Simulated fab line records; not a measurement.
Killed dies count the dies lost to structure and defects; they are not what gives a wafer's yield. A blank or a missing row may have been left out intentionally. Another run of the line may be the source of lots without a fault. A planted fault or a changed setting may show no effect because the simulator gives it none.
fab line records	flow n5_finfet
record: lots: 7	wafers: 19	last_day: 18
route steps=1938 shown BEOL_M12@1625 PASSIVATION@1936
lots that met no fault: from a run of the same line without faults
start_h: the number of hours between the record's first day and the start of the first shown wafer of the lot	wait_h: time in hours since the lot's previous step	" identical to the entry in the row above	L1.1+2: several wafers, shown together as one row	- no value present, or no start provided	* or withheld: withheld	< > ~ a bound
route shown NAME@n: a module of which the file shows steps, and the number in the route of the first	usual: the fault-free wafers' mean and standard deviation	same: alike in all rows	chamber/n: place in a boat	sites: per-site readings	_std_site: the values' standard deviation	_edge_site: inner sites' mean taken away from outer sites' mean	radius_mm: how far each site lies from the wafer's centre	mask NAME#n: copy n	behind: the tool/chamber that last shaped the wafer	hold: reason for holding the lot/hours on hold/outcome of the hold	device: the n, p or np transistor that did not switch	end of line: tests run on the same wafers once the route is complete	a step without rows: its recipe alone	killed: not the wafer's yield, but the dies lost to structure and defects at the first sort	map: a wafer's dies, marking killed ones x, the rest . and places with no die _
set.NAME: the setting as run; set.NAME@STEP: as run at that earlier step	model.NAME: the simulator's own value behind a step, which no gauge read
a table for each step, a row for each wafer; lots at some steps of the route
services: a tool's chamber out of use, with start hour (start_h, from the record's first day; less than 0 if before it), hours out, and reason
== steps ==
step: N5_BEOL_M12_COAT_22
recipe: spin_rpm: 2888	resist_thk_nm: 300
step: N5_BEOL_M12_EBR_24
recipe: solvent: PGMEA	ebr_width_mm: 1.5
step: N5_BEOL_M12_SOFTBAKE_23
recipe: temp_c: 130	time_s: 60
step: N5_BEOL_M12_EXPOSE_25
recipe: mask_id: M12	na: 0.93	source_shape: conventional	sigma_outer: 0.4	polarization: unpolarized	dose_mj: 21.8
step: N5_BEOL_M12_PEB_26
recipe: peb_temp_c: 130	peb_time_s: 90
step: N5_BEOL_M12_DEVELOP_27
recipe: develop_time_s: 45	rinse_liquid: diw	dry: air_spin	dev_temp_c: 21
step: N5_BEOL_M12_HARDBAKE_32
recipe: temp_c: 130	time_s: 120
step: N5_BEOL_M12_CD_MEAS_28
recipe: target_cd_nm: 160.2	landing_energy_ev: 500	detector: se_inlens	polarity: opening
usual: cd_nm: 159.6/1.7
lot.wafer	tool	chamber	start_h	wait_h	cd_nm
L487.2	cd_sem-01	0	229.53	-	157.8
L487.3	"	0	"	"	160.2
L487.5	"	0	"	"	160.1
L492.2	cd_sem-03	0	259.23	-	159.4
L492.3	"	0	"	"	155.6
L492.5	"	0	"	"	158.4
L495.1	cd_sem-01	0	280.99	-	162.0
L495.5	"	0	"	"	161.0
L494.1	cd_sem-03	0	281.98	-	157.6
L494.5	"	0	"	"	157.2
L506.1	cd_sem-01	0	345.03	-	157.3
L506.3	"	0	"	"	160.0
L506.5	"	0	"	"	157.7
L489.1	cd_sem-01	0	377.21	-	160.4
L489.4	"	0	"	"	160.0
L489.6	"	0	"	"	160.3
L510.2	cd_sem-01	0	395.25	-	159.6
L510.4	"	0	"	"	160.9
L510.5	"	0	"	"	161.8
step: N5_BEOL_M12_OVL_MEAS_29
recipe: points_per_wafer: 44
usual: M12_OVL: 0/5.4
lot.wafer	tool	chamber	start_h	wait_h	M12_OVL[nm]
L487.2	overlay-01	0	229.56	0.0	-3
L487.3	"	0	"	"	4
L487.5	"	0	"	"	5
L492.2	overlay-02	0	259.26	0.0	-5
L492.3	"	0	"	"	5
L492.5	"	0	"	"	6
L495.1	overlay-01	0	281.02	0.0	-2
L495.5	"	0	"	"	3
L494.1	overlay-02	0	282.01	0.0	1
L494.5	"	0	"	"	7
L506.1	overlay-01	0	345.06	0.0	-14
L506.3	"	0	"	"	-12
L506.5	"	0	"	"	-5
L489.1	overlay-02	0	377.24	0.0	-13
L489.4	"	0	"	"	-3
L489.6	"	0	"	"	-5
L510.2	overlay-01	0	395.28	0.0	7
L510.4	"	0	"	"	4
L510.5	"	0	"	"	5
step: N5_BEOL_M12_INSPECT_30
recipe: mode: adi	inspect_instrument: macro
usual: raw_defect_count: 1.9/1.4
lot.wafer	tool	chamber	start_h	wait_h	raw_defect_count
L487.2	defect_inspect-01	-	229.58	0.0	3
L487.3	"	-	"	"	4
L487.5	"	-	"	"	2
L492.2	defect_inspect-02	-	259.28	0.0	0
L492.3	"	-	"	"	4
L492.5	"	-	"	"	2
L495.1	defect_inspect-01	-	281.04	0.0	0
L495.5	"	-	"	"	0
L494.1	defect_inspect-01	-	282.03	0.0	3
L494.5	"	-	"	"	5
L506.1	defect_inspect-02	-	345.08	0.0	2
L506.3	"	-	"	"	0
L506.5	"	-	"	"	2
L489.1	defect_inspect-01	-	377.26	0.0	3
L489.4	"	-	"	"	3
L489.6	"	-	"	"	5
L510.2	defect_inspect-02	-	395.30	0.0	2
L510.4	"	-	"	"	5
L510.5	"	-	"	"	2
step: N5_BEOL_M12_DESCUM_33
recipe: chemistry: O2	time_s: 7.9	source_power_w: 50	bias_power_w: 20	pressure_mtorr: 20	rf_frequency_hz: 2.712e+07	temp_c: 40	o2_flow_sccm: 225
usual: drypump_motor_current_A: 5.56/0.25	oes_product_au: 0.80/0.079	rf_fwd_power_W: 49.51/0.18	rf_vpp_V: 243.4/1.3	showerhead_plenum_p_Torr: 2.11/0.067	throttle_valve_pct: 20.44/0.28
lot.wafer	tool	chamber	start_h	wait_h	drypump_motor_current_A	oes_product_au	rf_fwd_power_W	rf_hours_counter_h	rf_vpp_V	showerhead_plenum_p_Torr	throttle_valve_pct
L487.2	rie_diel-01	2	229.62	0.0	5.65	0.67	49.94	249	244.4	2.17	20.99
L487.3	"	1	"	"	5.47	0.74	49.38	194	245.9	2.16	20.59
L487.5	"	1	"	"	5.46	0.73	49.53	-	244.1	2.16	20.58
L492.2	rie_diel-01	1	259.32	0.0	5.47	0.72	49.18	209	243.8	2.16	20.60
L492.3	"	3	"	"	5.50	0.84	49.28	74	242.2	2.02	20.08
L492.5	"	3	"	"	5.51	0.84	49.47	-	241.5	2.02	20.06
L495.1	rie_diel-01	3	281.08	0.0	5.48	0.84	49.56	82	242.6	2.02	20.08
L495.5	"	3	"	"	5.49	0.83	49.53	-	242.5	2.02	20.08
L494.1	rie_diel-01	2	282.07	0.0	5.68	0.94	49.47	8	242.6	2.16	20.56
L494.5	"	3	"	"	5.48	0.83	49.40	-	242.1	2.02	20.07
L506.1	rie_diel-01	3	345.38	0.3	5.49	0.80	49.45	104	240.9	2.01	20.09
L506.3	"	1	"	"	5.47	0.71	49.60	238	244.5	2.15	20.63
L506.5	"	3	"	"	5.50	0.82	49.31	-	240.7	2.01	20.13
L489.1	rie_diel-03	1	377.30	0.0	5.76	0.73	49.13	188	241.2	2.11	20.61
L489.4	"	0	"	"	5.30	0.83	49.67	62	242.7	2.13	20.63
L489.6	"	3	"	"	5.14	0.68	49.50	-	242.3	2.08	20.65
L510.2	rie_diel-06	1	395.33	0.0	5.64	0.88	49.53	38	244.2	2.12	20.47
L510.4	"	0	"	"	5.91	0.77	49.26	140	242.2	1.98	20.14
L510.5	"	0	"	"	5.90	0.77	49.40	-	242.6	1.98	20.12
step: N5_BEOL_M12_ETCH_67
recipe: chemistry: CF4	target: SiARC	target_depth_a: 1430	time_s: 238.3	ion_energy_ev: 80	pressure_mtorr: 40	source_w: 545	bias_w: 36	Ar_flow_sccm: 100	cf4_flow_sccm: 100	ends: cleared
usual: cf4_flow_sccm: 100.0/0.31	drypump_motor_current_A: 5.56/0.25	etch_rf_on_time_s: 238/6.3	oes_product_au: 0.68/0.065	rf_fwd_power_W: 543.7/1.7	rf_vpp_V: 184.4/1.2	showerhead_plenum_p_Torr: 2.16/0.056	throttle_valve_pct: 15.63/0.27
lot.wafer	tool	chamber	start_h	wait_h	cf4_flow_sccm	drypump_motor_current_A	etch_rf_on_time_s	oes_product_au	rf_fwd_power_W	rf_hours_counter_h	rf_vpp_V	showerhead_plenum_p_Torr	throttle_valve_pct
L487.2	rie_diel-01	2	229.65	0.0	100.0	5.65	252	0.57	543.8	249	185.8	2.20	16.05
L487.3	"	1	"	"	100.3	5.45	239	0.63	543.9	194	184.5	2.22	15.86
L487.5	"	1	"	"	100.2	5.49	238	0.64	545.5	-	185.8	2.22	15.88
L492.2	rie_diel-01	1	259.35	0.0	99.9	5.48	237	0.63	542.6	209	185.5	2.21	15.90
L492.3	"	3	"	"	100.0	5.54	246	0.70	541.3	74	181.9	2.09	15.32
L492.5	"	3	"	"	100.2	5.48	245	0.70	541.8	-	184.6	2.09	15.32
L495.1	rie_diel-01	3	281.11	0.0	100.0	5.52	245	0.70	546.4	82	183.2	2.09	15.35
L495.5	"	3	"	"	99.9	5.48	243	0.70	544.8	-	184.9	2.09	15.34
L494.1	rie_diel-01	2	282.10	0.0	100.2	5.67	242	0.78	545.4	8	183.3	2.19	15.54
L494.5	"	3	"	"	99.4	5.50	248	0.69	538.3	-	183.9	2.09	15.34
L506.1	rie_diel-01	3	345.42	0.0	99.9	5.48	248	0.67	543.2	104	181.7	2.08	15.39
L506.3	"	1	"	"	100.1	5.47	238	0.61	545.8	238	185.6	2.20	15.97
L506.5	"	3	"	"	99.4	5.50	246	0.67	541.8	-	184.1	2.08	15.39
L489.1	rie_diel-03	1	377.33	0.0	99.3	5.75	242	0.61	543.7	188	184.1	2.14	15.70
L489.4	"	0	"	"	99.5	5.26	245	0.69	544.1	62	184.0	2.17	15.70
L489.6	"	3	"	"	99.4	5.15	242	0.58	543.6	-	183.0	2.12	15.82
L510.2	rie_diel-06	1	395.37	0.0	100.0	5.65	227	0.76	546.5	38	186.8	2.17	15.63
L510.4	"	0	"	"	100.5	5.93	234	0.66	543.9	140	183.8	2.06	15.51
L510.5	"	0	"	"	100.2	5.93	232	0.66	542.7	-	182.1	2.06	15.53
step: N5_BEOL_M12_ETCH_68
recipe: chemistry: N2/H2	target: SOC	mask_material: SiARC	source_w: 3000	bias_w: 350	temp_c: 40	time_s: 285	ion_energy_ev: 200	pressure_mtorr: 30	n2_flow_sccm: 200	h2_flow_sccm: 200
usual: drypump_motor_current_A: 5.57/0.25	oes_product_au: 0.79/0.078	rf_fwd_power_W: 2992/9.3	rf_vpp_V: 524.5/2.1	run_length_s: 308.3/0.44	showerhead_plenum_p_Torr: 2.57/0.077	throttle_valve_pct: 17.80/0.27
lot.wafer	tool	chamber	start_h	wait_h	drypump_motor_current_A	oes_product_au	rf_fwd_power_W	rf_hours_counter_h	rf_vpp_V	run_length_s	showerhead_plenum_p_Torr	throttle_valve_pct	model.SiARC_of_BEOL_M12_COAT_66.thk_nm
L487.2	rie_diel-01	2	229.80	0.1	5.69	0.68	3012	249	525.1	308.1	2.62	18.31	87.4
L487.3	"	1	"	"	5.49	0.74	3010	194	526.1	307.8	2.64	18.02	86.6
L487.5	"	1	"	"	5.49	0.74	2996	-	525.5	307.7	2.64	18.00	87
L492.2	rie_diel-01	1	259.50	0.1	5.48	0.74	2988	209	526.8	308.2	2.64	18.01	86
L492.3	"	3	"	"	5.49	0.84	3003	74	522.9	308.7	2.48	17.57	86
L492.5	"	3	"	"	5.50	0.84	-	-	522.6	292.3	2.48	17.56	87.6
L495.1	rie_diel-01	3	281.26	0.1	5.48	0.83	-	82	521.2	292.6	2.47	17.58	87.2
L495.5	"	3	"	"	5.51	0.84	-	-	521.5	292.4	2.47	17.59	87.2
L494.1	rie_diel-01	2	282.25	0.1	5.67	0.94	-	8	525.1	292.1	2.61	17.85	87.2
L494.5	"	3	"	"	5.50	0.82	-	-	523.7	292.9	2.47	17.58	87.8
L506.1	rie_diel-01	3	345.56	0.1	5.51	0.80	2987	104	522.8	308.9	2.47	17.62	86.4
L506.3	"	1	"	"	5.48	0.71	3001	238	524.9	307.5	2.62	18.10	86.4
L506.5	"	3	"	"	5.50	0.80	2989	-	521.7	309.1	2.46	17.62	86.2
L489.1	rie_diel-03	1	377.48	0.1	5.75	0.72	2987	188	522.7	307.9	2.51	17.67	85.4
L489.4	"	0	"	"	5.27	0.83	2983	62	525.2	308.7	2.55	17.63	85.8
L489.6	"	3	"	"	5.14	0.68	3000	-	522.2	308.3	2.52	18.02	86
L510.2	rie_diel-06	1	395.52	0.1	5.64	0.88	2984	38	523.5	308.2	2.57	17.81	85.2
L510.4	"	0	"	"	5.92	0.76	2988	140	521.0	308.7	2.43	17.55	86
L510.5	"	0	"	"	5.92	0.75	2988	-	522.0	308.9	2.43	17.55	86
step: N5_BEOL_M12_STRIP_69
recipe: chemistry: N2/H2	temp_c: 40	n2_flow_sccm: 200	h2_flow_sccm: 200	rf_frequency_hz: 6e+07
step: N5_PASSIVATION_PROBE_49
usual: defect_limited_yield: 91.0/1.3	killed_at_M0_to_M3: 33/10	killed_at_M4_up: 14/5.6	killed_at_contacts: 12/5.8	killed_at_front_end: 43/11	killed_at_other: 4.1/2.8	killed_dies: 106/15	killed_open: 70/12	killed_short: 34/7.5	sort_bin_5_function: 5.3/0.88	sort_bin_6_memory: 3.3/0.64	sort_n_pass: 1074/15	sort_yield_pct: 91.0/1.3
same: gross_dies: 1180	killed_at_back_side: 0	sort_bin_4_leakage[%]: 0	sort_bin_8_speed[%]: 0
lot.wafer	tool	chamber	start_h	wait_h	defect_limited_yield[%]	killed_at_M0_to_M3	killed_at_M4_up	killed_at_contacts	killed_at_front_end	killed_at_other	killed_dies	killed_open	killed_short	sort_bin_5_function[%]	sort_bin_6_memory[%]	sort_n_pass	sort_yield_pct[%]
L495.1	prober-02	-	313.92	0.0	92.6	24	8	6	44	5	87	65	20	4.1	2.9	1093	92.6
L495.5	prober-02	-	314.12	0.2	89.7	38	12	17	47	8	122	99	21	5.8	4.3	1058	89.7
L510.2	prober-01	-	426.54	0.1	89.4	26	29	10	57	3	125	87	37	6.6	3.8	1055	89.4
L510.4	prober-01	-	426.64	0.2	89.4	29	13	22	56	5	125	75	44	6.8	3.0	1055	89.4
L510.5	prober-01	-	426.69	0.2	91.1	32	14	12	44	3	105	73	26	5.3	3.2	1075	91.1
killed by level:class
L495.1 FIN_SAQP:geometric_particle:open=14 STI_FIN_REVEAL:geometric_particle:open=11 BEOL_M1:geometric_particle:open=8 BEOL_M0_SAQP:geometric_particle:short=6 BEOL_M2:geometric_particle:open=5 DUMMY_GATE:geometric_particle:open=4 MOL_CONTACT_COAG:geometric_particle:open=4 BEOL_M0_SAQP:geometric_particle:open=4
L495.5 FIN_SAQP:geometric_particle:open=15 MOL_CONTACT_COAG:geometric_particle:open=14 STI_FIN_REVEAL:geometric_particle:open=13 BEOL_M0_SAQP:geometric_particle:open=8 BEOL_M3:geometric_particle:open=8 BEOL_M0:geometric_particle:open=6 BEOL_M1:geometric_particle:open=6 BEOL_M2:geometric_particle:open=6
L510.2 FIN_SAQP:geometric_particle:open=20 BEOL_M4:geometric_particle:open=12 STI_FIN_REVEAL:geometric_particle:open=11 FIN_SAQP:geometric_particle:short=10 BEOL_M3:geometric_particle:open=9 MOL_CONTACT_COAG:geometric_particle:open=6 DUMMY_GATE:geometric_particle:open=5 BEOL_M1:geometric_particle:open=5
L510.4 FIN_SAQP:geometric_particle:open=17 MOL_CONTACT_COAG:geometric_particle:open=17 FIN_SAQP:geometric_particle:short=12 STI_FIN_REVEAL:geometric_particle:open=8 BEOL_M0_SAQP:geometric_particle:short=6 BEOL_M3:geometric_particle:open=6 BEOL_M4:geometric_particle:open=6 MOL_CONTACT_COAG:geometric_particle:short=5
L510.5 STI_FIN_REVEAL:geometric_particle:open=21 MOL_CONTACT_COAG:geometric_particle:open=10 BEOL_M0_SAQP:geometric_particle:open=9 BEOL_M0_SAQP:geometric_particle:short=8 BEOL_M4:geometric_particle:open=8 FIN_SAQP:geometric_particle:open=7 BEOL_M1:geometric_particle:open=6 HKMG_FIN:area_etch=4
== services ==
tool	chamber	start_h	hours	kind
rie_diel-06	-	232.17	14.6	pm
rie_diel-01	2	232.53	-	clean
rie_diel-01	2	232.53	-	consumable_replace:focus_ring
rie_diel-01	2	232.53	27.3	scheduled_down
rie_diel-01	2	232.53	27.3	vent_cycle
rie_diel-03	2	263.59	3.8	repair
rie_diel-06	1	265.85	-	clean
rie_diel-06	1	265.85	-	consumable_replace:focus_ring
rie_diel-06	1	265.85	16.0	scheduled_down
rie_diel-06	1	265.85	16.0	vent_cycle
rie_diel-03	2	313.92	-	clean
rie_diel-03	2	313.92	-	consumable_replace:focus_ring
rie_diel-03	2	313.92	18.7	scheduled_down
rie_diel-03	2	313.92	18.7	vent_cycle
rie_diel-03	0	317.64	4.0	repair
rie_diel-01	1	338.06	3.9	repair
rie_diel-03	1	354.52	4.8	repair
rie_diel-03	-	372.66	0.1	repair
rie_diel-01	1	383.90	-	clean
rie_diel-01	1	383.90	-	consumable_replace:focus_ring
rie_diel-01	1	383.90	12.7	scheduled_down
rie_diel-01	1	383.90	12.7	vent_cycle
== key ==
first_sign: step: N5_BEOL_M12_ETCH_68	reading: run_length_s	direction: down	sigmas: 36	usual: *	struck: *
effect none on later readings
model_effect: step: N5_BEOL_M12_ETCH_68	value: SiARC_of_BEOL_M12_COAT_66.thk_nm	without: 86	struck: 87.4
met_at N5_BEOL_M12_ETCH_68
struck_wafers L492.5,L494.1,L494.5,L495.1,L495.5
onset_between 229.80 259.50
fault: kind: process_parameter_drift	tool: rie_diel-01	chamber: -	onset_h: 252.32	steps: N5_BEOL_M12_ETCH_68	channel: time_s	offset: *	shape: step	end_h: 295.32	scope: struck_wafers_only	acts_in: *	stated: *
